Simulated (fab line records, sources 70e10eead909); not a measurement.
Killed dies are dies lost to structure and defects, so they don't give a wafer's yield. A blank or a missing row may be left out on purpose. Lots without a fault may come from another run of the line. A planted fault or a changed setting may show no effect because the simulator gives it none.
fab line records | flow nand_harc
record lots=24 wafers=72 last_day=24
route steps=1159 shown P_M1@316 P_M2@332 P_BONDPAD@365
lots that met no fault: from a run of the same line without faults
start_h: hours from the record's first day to the start of the lot's first wafer shown | wait_h: hours since the lot's step before | " the same as in the row above | L1.1+2: a row that stands for several wafers | - no value, or no start given | * or withheld: withheld | < > ~ a bound
route shown NAME@n: a module of which the file shows steps, and the number in the route of the first | usual: mean/standard deviation of fault-free wafers | same: alike in all rows | chamber/n: place in a boat | sites: the reading at each site | _std_site: their standard deviation | _edge_site: outer sites' mean less inner sites' | radius_mm: how far each site lies from the wafer's centre | mask NAME#n: copy n | behind: the tool/chamber that last shaped the wafer | hold: why the lot was held/for how many hours/how that ended | device: the transistor (n, p or np) that didn't switch | end of line: the same wafers' tests at the end of the route | a step without rows: its recipe alone | killed: dies lost to structure and defects at the first sort, not the wafer's yield | map: a wafer's dies, x killed, . not, _ none there
set.NAME: the setting as run; set.NAME@STEP: as run at that earlier step | model.NAME: the simulator's own value behind a step, which no gauge read
steps of the route over a sample of lots; a table a step, a row a wafer
services: from which hour (start_h, from the record's first day; less than 0 if before it) a tool's chamber was out of use, for how many hours, and why
## steps
# step NHARC_P_M1_PRE_CLEAN_32
# recipe time_s=12 temp_c=370 rf_power_w=300 gas=NH3
# usual heater_power_w=642/67
# columns lot.wafer tool chamber start_h wait_h heater_power_w since_wet_clean_h
L074.3 pecvd-04 0 131.62 0.1 569 105
L074.1 " 1 " " 676 105
L074.6 " 0 " " 570 -
L075.3 pecvd-01 1 137.52 0.1 651 68
L075.6 " 2 " " 628 -
L075.5 " 1 " " 643 -
L076.2 pecvd-04 1 137.94 0.1 732 111
L076.5 " 2 " " 796 -
L076.4 " 1 " " 731 -
L077.2 pecvd-03 2 148.48 0.1 547 24
L077.4 " 2 " " 560 -
L077.6 " 0 " " 565 -
L078.1 pecvd-01 2 148.98 0.1 694 80
L078.6 " 0 " " 610 -
L078.4 " 1 " " 644 -
L080.1 pecvd-03 1 154.24 0.1 641 30
L080.2 " 2 " " 607 30
L080.6 " 0 " " 621 -
L079.1 pecvd-01 0 154.44 0.1 560 85
L079.4 " 0 " " 574 -
L079.6 " 1 " " 556 -
L081.3 pecvd-01 2 171.11 0.1 713 102
L081.2 " 0 " " 556 102
L081.4 " 2 " " 725 -
L082.3 pecvd-03 2 174.01 0.1 536 50
L082.6 " 1 " " 623 -
L082.4 " 2 " " 537 -
L083.1 pecvd-03 2 175.02 0.2 565 51
L083.6 " 1 " " 630 -
L083.5 " 0 " " 602 -
L084.1 pecvd-01 1 188.92 0.2 616 120
L084.5 " 1 " " 611 -
L084.6 " 2 " " 634 -
L085.2 pecvd-04 2 190.01 0.3 761 163
L085.4 " 0 " " 568 -
L085.6 " 1 " " 675 -
L087.3 pecvd-01 0 198.86 0.1 599 130
L087.4 " 2 " " 627 -
L087.5 " 0 " " 592 -
L086.3 pecvd-01 2 205.14 0.1 645 136
L086.2 " 0 " " 526 136
L086.1 " 1 " " 564 136
L088.1 pecvd-04 0 212.96 0.1 674 5
L088.6 " 1 " " 675 -
L088.4 " 0 " " 693 -
L089.3 pecvd-04 1 215.59 0.1 650 8
L089.6 " 2 " " 667 -
L089.4 " 0 " " 679 -
L090.2 pecvd-01 2 224.71 0.1 738 156
L090.4 " 2 " " 720 -
L090.5 " 1 " " 631 -
L092.1 pecvd-04 2 225.75 0.1 675 18
L092.4 " 1 " " 670 -
L092.5 " 0 " " 659 -
L091.3 pecvd-03 2 226.53 0.4 539 103
L091.4 " 1 " " 646 -
L091.5 " 2 " " 531 -
L094.2 pecvd-01 2 236.47 0.1 703 167
L094.1 " 1 " " 564 167
L094.3 " 1 " " 560 -
L093.1 pecvd-04 0 237.93 0.1 586 30
L093.2 " 1 " " 745 30
L093.5 " 2 " " 770 -
L095.2 pecvd-03 1 244.66 0.1 575 121
L095.5 " 2 " " 597 -
L095.6 " 0 " " 616 -
L096.1 pecvd-04 2 254.25 0.1 783 46
L096.3 " 0 " " 697 46
L096.5 " 1 " " 752 -
L097.1 pecvd-04 1 268.58 0.4 777 61
L097.5 " 2 " " 711 -
L097.6 " 0 " " 657 -
# step NHARC_P_M2_ETCH_35
# recipe target_depth_a=400 overetch_a=120 time_s=43.94 ion_energy_ev=200 n2_flow_sccm=150 h2_flow_sccm=150 ar_flow_sccm=0 rf_w=400 bias_w=150 chemistry=N2/H2
# usual bias_w=150.0/0.41 chamber_pressure_mTorr=29.997/0.027 drypump_motor_current_A=5.8/0.39 h2_flow_sccm=150.0/0.45 oes_product_au=0.992/0.0082 rf_vpp_V=430/3.3 showerhead_plenum_p_Torr=2.03/0.12 throttle_valve_pct=14.173/0.0092
# columns lot.wafer tool chamber start_h wait_h bias_w chamber_pressure_mTorr drypump_motor_current_A h2_flow_sccm oes_product_au rf_hours_counter_h rf_vpp_V showerhead_plenum_p_Torr throttle_valve_pct
L074.1 rie_diel-05 0 133.22 0.1 149.5 30.000 5.6 150.1 1.018 50 430 1.97 14.175
L074.3 " 1 " " 150.0 29.975 5.7 150.6 1.001 46 432 2.11 14.178
L074.6 " 2 " " 149.9 30.009 5.5 149.4 1.008 - 432 2.09 14.173
L075.3 rie_diel-04 0 138.97 0.1 150.7 30.040 5.3 150.1 0.997 1 426 1.91 14.186
L075.5 " 1 " " 150.7 29.988 5.7 150.6 0.989 - 431 2.08 14.165
L075.6 " 2 " " 150.6 30.026 5.9 149.7 0.996 - 427 1.91 14.175
L076.2 rie_diel-04 1 139.53 0.1 149.9 30.020 5.8 149.8 0.993 1 433 2.08 14.178
L076.4 " 2 " " 150.5 29.972 5.9 150.1 0.991 1 428 1.91 14.169
L076.5 " 0 " " 149.6 30.033 5.2 149.6 0.996 - 426 1.90 14.175
L077.2 rie_diel-04 0 149.92 0.1 150.1 30.007 5.2 149.3 0.991 1 427 1.90 14.190
L077.4 " 3 " " 150.0 29.927 6.3 150.5 0.989 1 434 2.20 14.178
L077.6 " 0 " " 150.5 30.024 5.3 149.7 0.987 - 428 1.90 14.154
L078.4 rie_diel-04 3 150.58 0.1 149.5 29.995 6.3 150.1 0.986 1 436 2.20 14.171
L078.1 " 2 " " 150.5 30.007 5.9 149.8 0.992 1 429 1.91 14.177
L078.6 " 0 " " 149.8 29.968 5.2 150.2 0.994 - 425 1.90 14.178
L080.2 rie_diel-07 3 155.81 0.1 149.8 29.984 5.0 149.5 0.984 14 434 2.19 14.175
L080.1 " 1 " " 149.8 29.977 6.1 150.1 1.004 16 433 2.12 14.185
L080.6 " 0 " " 150.7 30.008 6.1 149.4 0.989 - 429 2.03 14.182
L079.1 rie_diel-04 3 156.05 0.1 149.6 30.001 6.3 150.4 0.992 1 435 2.20 14.187
L079.4 " 0 " " 150.0 30.021 5.2 149.6 1.000 1 427 1.90 14.173
L079.6 " 1 " " 149.9 30.003 5.7 149.9 0.990 - 432 2.08 14.165
L081.4 rie_diel-04 3 172.56 0.1 149.6 30.057 6.4 150.1 0.986 2 435 2.20 14.171
L081.2 " 1 " " 150.0 29.964 5.8 150.0 0.996 2 431 2.08 14.178
L081.3 " 2 " " 150.2 29.997 5.9 149.9 1.002 2 428 1.91 14.166
L082.4 rie_diel-04 3 175.50 0.1 150.5 30.001 6.3 149.2 0.990 2 435 2.20 14.163
L082.3 " 1 " " 150.2 29.986 5.8 149.5 0.991 2 433 2.08 14.176
L082.6 " 3 " " 149.7 30.070 6.3 149.5 0.997 - 434 2.20 14.179
L083.1 rie_diel-04 1 176.51 0.1 150.0 29.992 5.7 150.0 0.995 2 433 2.08 14.161
L083.5 " 2 " " 150.1 29.976 5.9 148.8 1.000 - 426 1.91 14.178
L083.6 " 3 " " 149.9 29.970 6.3 149.3 0.988 - 433 2.20 14.177
L084.1 rie_diel-04 2 190.60 0.1 149.6 30.037 5.9 150.0 1.001 2 426 1.91 14.174
L084.6 " 0 " " 149.7 30.031 5.3 150.8 0.994 - 426 1.90 14.155
L084.5 " 1 " " 149.8 30.004 5.7 150.3 0.976 - 432 2.08 14.170
L085.2 rie_diel-04 0 191.60 0.1 150.0 30.013 5.2 150.0 0.986 3 426 1.90 14.165
L085.4 " 1 " " 149.9 29.985 5.7 150.2 0.999 3 433 2.08 14.179
L085.6 " 3 " " 150.3 29.958 6.3 149.7 0.984 - 434 2.20 14.184
L087.3 rie_diel-04 0 200.44 0.1 150.0 30.011 5.2 150.2 0.993 3 427 1.90 14.169
L087.4 " 2 " " 149.6 29.967 5.9 149.7 1.006 3 426 1.91 14.189
L087.5 " 1 " " 149.5 29.991 5.8 149.8 0.987 - 433 2.08 14.175
L086.3 rie_diel-04 1 206.61 0.1 149.9 29.993 5.7 149.0 0.982 3 431 2.08 14.172
L086.2 " 2 " " 150.0 30.009 5.9 150.8 0.999 3 428 1.91 14.170
L086.1 " 0 " " 149.5 29.946 5.2 149.2 0.986 3 427 1.90 14.183
L088.1 rie_diel-04 2 214.43 0.1 149.5 29.969 5.9 150.0 0.996 3 426 1.91 14.176
L088.4 " 3 " " 149.7 30.012 6.3 150.5 0.991 3 434 2.20 14.166
L088.6 " 0 " " 149.6 30.010 5.2 149.6 0.988 - 426 1.90 14.188
L089.3 rie_diel-04 1 217.20 0.1 150.5 29.957 5.7 150.8 0.981 4 431 2.08 14.170
L089.4 " 2 " " 150.3 29.958 5.9 149.7 0.993 4 427 1.91 14.167
L089.6 " 1 " " 150.1 29.994 5.7 151.1 0.989 - 431 2.08 14.162
L090.2 rie_diel-04 0 226.61 0.1 149.6 30.026 5.3 150.0 0.999 4 426 1.90 14.184
L090.4 " 1 " " 149.6 30.008 5.8 150.3 0.992 4 432 2.08 14.174
L090.5 " 1 " " 150.3 29.984 5.7 150.3 0.996 - 431 2.08 14.152
L092.1 rie_diel-04 0 227.35 0.1 150.4 29.965 5.3 150.0 0.999 4 426 1.90 14.171
L092.4 " 1 " " 149.9 30.029 5.7 150.3 0.987 4 431 2.08 14.177
L092.5 " 3 " " 150.0 30.004 6.3 149.4 0.990 - 435 2.20 14.186
L091.4 rie_diel-04 0 228.11 0.1 149.6 29.982 5.2 149.9 0.991 4 426 1.90 14.171
L091.3 " 1 " " 150.3 29.967 5.7 149.9 0.982 4 431 2.08 14.166
L091.5 " 3 " " 149.6 29.968 6.3 150.6 0.995 - 434 2.20 14.173
L094.2 rie_diel-04 3 238.22 0.1 150.5 30.041 6.3 150.1 0.994 5 436 2.20 14.173
L094.3 " 1 " " 150.0 29.969 5.8 149.4 1.003 5 431 2.08 14.174
L094.1 " 2 " " 149.9 30.013 5.9 150.4 0.996 5 427 1.91 14.169
L093.2 rie_diel-04 2 239.60 0.1 149.8 30.004 5.9 149.7 0.983 5 428 1.91 14.167
L093.1 " 1 " " 150.1 29.990 5.7 149.7 0.989 5 432 2.08 14.170
L093.5 " 3 " " 150.3 29.958 6.3 150.3 0.978 - 434 2.20 14.186
L095.2 rie_diel-04 3 246.15 0.1 149.8 30.019 6.3 150.6 0.988 5 434 2.20 14.173
L095.5 " 1 " " 150.6 29.963 5.7 151.0 1.004 - 430 2.08 14.172
L095.6 " 2 " " 150.1 29.991 5.9 149.4 1.005 - 427 1.91 14.164
L096.1 rie_diel-04 3 255.84 0.1 150.2 29.973 6.3 150.1 0.980 5 436 2.20 14.166
L096.3 " 0 " " 150.2 29.976 5.2 150.2 0.995 5 427 1.90 14.177
L096.5 " 1 " " 149.4 29.976 5.7 149.9 0.998 - 432 2.08 14.184
L097.1 rie_diel-05 2 270.29 0.2 150.0 30.023 5.5 151.1 0.989 40 432 2.07 14.159
L097.6 " 0 " " 149.6 29.989 5.6 150.6 0.986 - 428 1.95 14.184
L097.5 " 1 " " 150.1 30.022 5.7 149.1 0.998 - 433 2.09 14.181
# step NHARC_P_BONDPAD_OVL_MEAS_38
# usual overlay_x_nm=-3/5.3 overlay_y_nm=-1/4.8
# columns lot.wafer tool chamber start_h wait_h overlay_x_nm overlay_y_nm
L074.1 overlay-02 - 137.64 - -4 -1
L074.3 " - " " -3 -1
L074.6 " - " " -4 -2
L075.3 overlay-02 - 143.25 - -1 3
L075.5 " - " " -1 3
L075.6 " - " " -1 3
L076.2 overlay-01 - 143.79 - -4 3
L076.4 " - " " -4 3
L076.5 " - " " -4 3
L077.2 overlay-01 - 154.29 - -2 -1
L077.4 " - " " -2 -2
L077.6 " - " " -2 -1
L078.1 overlay-01 - 155.06 - -1 0
L078.4 " - " " -1 1
L078.6 " - " " -2 0
L080.1 overlay-01 - 160.21 - 3 -10
L080.2 " - " " 3 -10
L080.6 " - " " 3 -10
L079.1 overlay-02 - 160.69 - -11 3
L079.4 " - " " -11 2
L079.6 " - " " -11 2
L081.2 overlay-01 - 176.92 - -1 -6
L081.3 " - " " -2 -6
L081.4 " - " " -2 -6
L082.3 overlay-01 - 179.91 - -13 -1
L082.4 " - " " -13 -1
L082.6 " - " " -13 -1
L083.1 overlay-02 - 180.82 - -2 1
L083.5 " - " " -2 1
L083.6 " - " " -2 1
L084.1 overlay-01 - 194.93 - 12 -3
L084.5 " - " " 12 -2
L084.6 " - " " 12 -3
L085.2 overlay-02 - 195.88 - -1 -4
L085.4 " - " " -2 -5
L085.6 " - " " -2 -5
L087.3 overlay-02 - 204.95 - -1 -11
L087.4 " - " " -1 -11
L087.5 " - " " -1 -11
L086.1 overlay-01 - 211.01 - -5 0
L086.2 " - " " -5 0
L086.3 " - " " -5 0
L088.1 overlay-01 - 218.76 - -2 3
L088.4 " - " " -1 4
L088.6 " - " " -1 3
L089.3 overlay-01 - 221.58 - -9 -4
L089.4 " - " " -9 -4
L089.6 " - " " -9 -4
L090.2 overlay-02 - 231.02 - -8 -7
L090.4 " - " " -8 -7
L090.5 " - " " -7 -6
L092.1 overlay-01 - 231.95 - 5 1
L092.4 " - " " 5 1
L092.5 " - " " 5 2
L091.3 overlay-01 - 232.51 - -9 0
L091.4 " - " " -9 0
L091.5 " - " " -9 0
L094.1 overlay-01 - 242.45 - -1 3
L094.2 " - " " 0 3
L094.3 " - " " 0 3
L093.1 overlay-02 - 243.97 - -2 1
L093.2 " - " " -1 1
L093.5 " - " " -2 2
L095.2 overlay-02 - 250.38 - -2 3
L095.5 " - " " -2 2
L095.6 " - " " -2 3
L096.1 overlay-01 - 260.08 - -9 11
L096.3 " - " " -9 11
L096.5 " - " " -9 12
L097.1 overlay-01 - 274.53 - 0 4
L097.5 " - " " 0 4
L097.6 " - " " 0 4
# step NHARC_P_BONDPAD_CD_MEAS_13
# usual cd_nm=499.0/2
# columns lot.wafer tool chamber start_h wait_h cd_nm
L074.1 cd_sem-02 - 138.13 - 497.5
L074.3 " - " " 498.4
L074.6 " - " " 495.0
L075.3 cd_sem-02 - 143.71 - 499.5
L075.5 " - " " 498.1
L075.6 " - " " 496.9
L076.2 cd_sem-02 - 144.24 - 497.9
L076.4 " - " " 498.9
L076.5 " - " " 499.3
L077.2 cd_sem-03 - 154.74 - 496.1
L077.4 " - " " 497.2
L077.6 " - " " 499.5
L078.1 cd_sem-02 - 155.55 - 501.1
L078.4 " - " " 502.7
L078.6 " - " " 500.8
L080.1 cd_sem-03 - 160.66 - 492.9
L080.2 " - " " 499.9
L080.6 " - " " 494.5
L079.1 cd_sem-03 - 161.13 - 500.4
L079.4 " - " " 498.8
L079.6 " - " " 499.8
L081.2 cd_sem-03 - 177.50 - 501.5
L081.3 " - " " 496.9
L081.4 " - " " 498.0
L082.3 cd_sem-02 - 180.35 - 499.3
L082.4 " - " " 497.6
L082.6 " - " " 498.3
L083.1 cd_sem-03 - 181.26 - 498.2
L083.5 " - " " 499.4
L083.6 " - " " 498.8
L084.1 cd_sem-01 - 195.37 - 496.0
L084.5 " - " " 499.4
L084.6 " - " " 499.8
L085.2 cd_sem-01 - 196.32 - 498.2
L085.4 " - " " 499.8
L085.6 " - " " 498.6
L087.3 cd_sem-01 - 205.39 - 499.2
L087.4 " - " " 497.2
L087.5 " - " " 497.1
L086.1 cd_sem-03 - 211.45 - 500.9
L086.2 " - " " 499.1
L086.3 " - " " 501.7
L088.1 cd_sem-02 - 219.21 - 501.1
L088.4 " - " " 500.7
L088.6 " - " " 501.2
L089.3 cd_sem-01 - 222.03 - 500.8
L089.4 " - " " 503.3
L089.6 " - " " 499.0
L090.2 cd_sem-01 - 231.49 - 500.4
L090.4 " - " " 498.2
L090.5 " - " " 499.1
L092.1 cd_sem-01 - 232.49 - 497.5
L092.4 " - " " 497.9
L092.5 " - " " 496.8
L091.3 cd_sem-03 - 233.05 - 499.6
L091.4 " - " " 498.3
L091.5 " - " " 495.4
L094.1 cd_sem-02 - 242.89 - 497.7
L094.2 " - " " 497.7
L094.3 " - " " 497.4
L093.1 cd_sem-01 - 244.42 - 496.9
L093.2 " - " " 502.4
L093.5 " - " " 500.9
L095.2 cd_sem-03 - 250.82 - 501.0
L095.5 " - " " 499.4
L095.6 " - " " 498.9
L096.1 cd_sem-03 - 260.52 - 497.3
L096.3 " - " " 498.0
L096.5 " - " " 497.6
L097.1 cd_sem-01 - 274.98 - 500.1
L097.5 " - " " 499.6
L097.6 " - " " 498.6
# step NHARC_P_BONDPAD_THK_MEAS_20
# recipe thk_meas_gauge=xrf
# usual thk_nm=160.7/1.5
# columns lot.wafer tool chamber start_h wait_h thk_nm
L074.1 film_metro-01 - 140.27 - 161.0
L074.3 " - " " 159.6
L074.6 " - " " 162.3
L075.3 film_metro-01 - 146.18 - 163.6
L075.5 " - " " 160.4
L075.6 " - " " 160.0
L076.2 film_metro-01 - 146.30 - 160.6
L076.4 " - " " 162.3
L076.5 " - " " 158.8
L077.2 film_metro-02 - 156.81 - 159.4
L077.4 " - " " 162.1
L077.6 " - " " 159.9
L078.1 film_metro-01 - 157.61 - 160.5
L078.4 " - " " 163.2
L078.6 " - " " 162.0
L080.1 film_metro-02 - 162.74 - 159.1
L080.2 " - " " 160.1
L080.6 " - " " 159.7
L079.1 film_metro-02 - 163.26 - 161.6
L079.4 " - " " 158.8
L079.6 " - " " 156.9
L081.2 film_metro-01 - 179.68 - 162.1
L081.3 " - " " 160.9
L081.4 " - " " 162.5
L082.3 film_metro-02 - 182.50 - 159.8
L082.4 " - " " 162.6
L082.6 " - " " 159.3
L083.1 film_metro-02 - 184.08 - 159.3
L083.5 " - " " 161.2
L083.6 " - " " 159.3
L084.1 film_metro-02 - 197.45 - 161.6
L084.5 " - " " 160.7
L084.6 " - " " 161.1
L085.2 film_metro-01 - 198.93 - 160.3
L085.4 " - " " 161.0
L085.6 " - " " 161.5
L087.3 film_metro-01 - 207.92 - 159.7
L087.4 " - " " 158.7
L087.5 " - " " 159.0
L086.1 film_metro-01 - 213.91 - 161.2
L086.2 " - " " 160.3
L086.3 " - " " 158.7
L088.1 film_metro-02 - 221.37 - 162.7
L088.4 " - " " 159.8
L088.6 " - " " 159.9
L089.3 film_metro-02 - 224.06 - 161.0
L089.4 " - " " 160.8
L089.6 " - " " 157.1
L090.2 film_metro-02 - 233.90 - 160.5
L090.4 " - " " 160.3
L090.5 " - " " 160.8
L092.1 film_metro-01 - 234.59 - 161.1
L092.4 " - " " 165.4
L092.5 " - " " 162.6
L091.3 film_metro-01 - 235.09 - 161.6
L091.4 " - " " 161.0
L091.5 " - " " 159.3
L094.1 film_metro-01 - 244.96 - 160.2
L094.2 " - " " 161.0
L094.3 " - " " 163.5
L093.1 film_metro-01 - 246.46 - 159.7
L093.2 " - " " 160.8
L093.5 " - " " 159.9
L095.2 film_metro-02 - 252.85 - 159.7
L095.5 " - " " 163.0
L095.6 " - " " 162.3
L096.1 film_metro-01 - 262.56 - 161.2
L096.3 " - " " 160.6
L096.5 " - " " 158.2
L097.1 film_metro-02 - 277.02 - 159.9
L097.5 " - " " 157.9
L097.6 " - " " 162.4
# step NHARC_P_BONDPAD_ACTIVATE_29
# recipe time_s=60 n2_flow_sccm=200 ar_flow_sccm=0 bias_power_w=0 chemistry=N2
# usual drypump_motor_current_A=5.7/0.4 oes_product_au=1.003/0.0091 rf_vpp_V=64.1/0.88 showerhead_plenum_p_Torr=1.75/0.098
# same bias_power_w=0
# columns lot.wafer tool chamber start_h wait_h drypump_motor_current_A oes_product_au rf_hours_counter_h rf_vpp_V showerhead_plenum_p_Torr
L074.1 rie_diel-08 1 140.56 0.1 5.5 1.003 1 62.4 1.88
L074.3 " 3 " " 5.6 0.996 0 63.0 1.67
L074.6 " 2 " " 5.4 0.990 - 63.6 1.64
L075.3 rie_diel-08 3 146.46 0.1 5.6 0.990 1 63.6 1.67
L075.5 " 3 " " 5.6 0.997 - 65.4 1.66
L075.6 " 0 " " 6.4 0.990 - 64.6 1.85
L076.4 rie_diel-08 0 146.59 0.1 6.5 0.992 1 64.5 1.85
L076.2 " 1 " " 5.5 1.020 2 64.0 1.88
L076.5 " 1 " " 5.4 1.009 - 64.6 1.88
L077.2 rie_diel-08 2 157.09 0.1 5.4 1.004 3 63.5 1.64
L077.4 " 3 " " 5.6 0.987 2 63.5 1.67
L077.6 " 1 " " 5.3 0.999 - 65.6 1.88
L078.4 rie_diel-11 2 157.94 0.1 6.0 1.011 51 63.1 1.69
L078.1 " 0 " " 6.1 1.023 49 64.8 1.70
L078.6 " 2 " " 6.0 1.013 - 62.9 1.69
L080.2 rie_diel-08 2 163.01 0.1 5.4 1.004 3 64.3 1.64
L080.1 " 0 " " 6.4 1.001 3 63.6 1.85
L080.6 " 2 " " 5.4 1.019 - 64.0 1.64
L079.1 rie_diel-11 0 163.58 0.1 6.1 1.012 51 64.7 1.69
L079.4 " 1 " " 5.6 0.992 54 63.8 1.67
L079.6 " 1 " " 5.6 1.004 - 62.0 1.67
L081.2 rie_diel-11 0 180.00 0.1 6.1 1.013 58 64.3 1.69
L081.4 " 1 " " 5.6 1.000 61 63.4 1.67
L081.3 " 2 " " 5.9 1.017 61 64.4 1.69
L082.3 rie_diel-02 3 182.81 0.1 5.7 1.009 9 64.3 1.80
L082.4 " 1 " " 6.0 0.998 10 63.8 1.76
L082.6 " 3 " " 5.7 0.994 - 64.0 1.80
L083.1 rie_diel-02 0 184.43 0.1 5.1 1.001 11 63.8 1.64
L083.5 " 1 " " 6.0 0.999 - 64.4 1.76
L083.6 " 2 " " 5.8 1.018 - 62.6 1.67
L084.1 rie_diel-08 1 197.74 0.1 5.4 1.005 6 64.5 1.88
L084.6 " 1 " " 5.3 1.006 - 64.0 1.88
L084.5 " 2 " " 5.4 1.018 - 63.4 1.64
L085.4 rie_diel-02 2 199.22 0.1 5.8 1.016 14 63.6 1.67
L085.2 " 0 " " 5.1 1.006 15 63.9 1.64
L085.6 " 3 " " 5.7 1.009 - 62.7 1.79
L087.3 rie_diel-02 3 208.18 0.1 5.6 1.023 17 63.7 1.79
L087.4 " 2 " " 5.8 1.027 17 63.4 1.66
L087.5 " 0 " " 5.1 1.021 - 63.3 1.64
L086.3 rie_diel-08 0 214.18 0.1 6.4 0.991 8 64.7 1.84
L086.1 " 2 " " 5.4 1.010 9 64.1 1.64
L086.2 " 3 " " 5.6 1.007 8 63.5 1.66
L088.4 rie_diel-08 1 221.67 0.1 5.4 1.007 9 66.2 1.88
L088.1 " 3 " " 5.5 1.003 9 63.6 1.66
L088.6 " 1 " " 5.5 1.005 - 63.7 1.88
L089.3 rie_diel-08 3 224.38 0.1 5.6 0.986 9 63.9 1.66
L089.6 " 0 " " 6.4 0.993 - 63.3 1.84
L089.4 " 3 " " 5.5 0.991 - 62.9 1.66
L090.2 rie_diel-08 2 234.21 0.1 5.4 0.997 11 63.6 1.64
L090.4 " 3 " " 5.6 0.984 10 64.9 1.66
L090.5 " 2 " " 5.4 1.005 - 63.7 1.64
L092.1 rie_diel-08 0 234.87 0.1 6.4 0.995 10 64.3 1.84
L092.4 " 2 " " 5.4 0.992 11 62.9 1.64
L092.5 " 1 " " 5.4 1.009 - 64.0 1.88
L091.3 rie_diel-08 0 235.38 0.1 6.5 0.994 10 66.1 1.84
L091.4 " 1 " " 5.4 1.003 11 65.9 1.88
L091.5 " 1 " " 5.4 1.000 - 65.0 1.88
L094.2 rie_diel-02 1 245.25 0.1 6.0 1.002 31 65.3 1.75
L094.1 " 2 " " 5.8 1.014 30 64.8 1.66
L094.3 " 0 " " 5.1 1.010 34 62.5 1.64
L093.2 rie_diel-08 0 246.78 0.1 6.4 0.990 11 63.5 1.84
L093.1 " 2 " " 5.4 0.994 12 64.3 1.64
L093.5 " 0 " " 6.4 0.996 - 63.8 1.84
L095.2 rie_diel-08 0 253.13 0.1 6.4 0.999 12 63.9 1.84
L095.5 " 3 " " 5.6 0.993 - 62.6 1.66
L095.6 " 0 " " 6.5 0.998 - 66.0 1.84
L096.3 rie_diel-08 3 262.87 0.1 5.6 1.000 12 64.9 1.66
L096.1 " 0 " " 6.4 0.997 13 65.1 1.84
L096.5 " 2 " " 5.4 1.001 - 63.5 1.64
L097.1 rie_diel-08 2 277.28 0.1 5.4 1.003 15 63.2 1.64
L097.6 " 2 " " 5.4 0.998 - 63.0 1.64
L097.5 " 3 " " 5.6 1.000 - 63.7 1.66
## services
# columns tool chamber start_h hours kind
pecvd-03 - 111.00 13.0 pm
rie_diel-04 - 111.90 9.0 pm
rie_diel-08 1 113.04 8.9 repair
pecvd-01 1 113.72 6.4 repair
rie_diel-08 - 124.80 9.0 pm
rie_diel-05 3 125.60 10.1 repair
rie_diel-02 0 129.22 26.0 repair
rie_diel-02 - 150.76 9.0 pm
rie_diel-05 - 163.70 9.0 pm
rie_diel-07 1 164.41 13.7 repair
rie_diel-04 - 180.16 0.8 repair
rie_diel-11 - 190.18 9.0 pm
pecvd-04 - 195.04 13.0 pm
pecvd-01 0 215.17 22.3 repair
rie_diel-08 2 222.42 3.2 repair
rie_diel-05 1 223.34 2.1 repair
rie_diel-08 3 226.48 5.6 repair
rie_diel-11 3 230.67 8.3 repair
rie_diel-11 0 231.29 6.4 repair
pecvd-01 - 237.02 13.0 pm
pecvd-03 0 245.96 2.9 repair
rie_diel-04 0 251.43 1.7 repair
rie_diel-04 2 273.58 4.3 repair
rie_diel-02 2 274.32 1.4 repair
## key
fault none
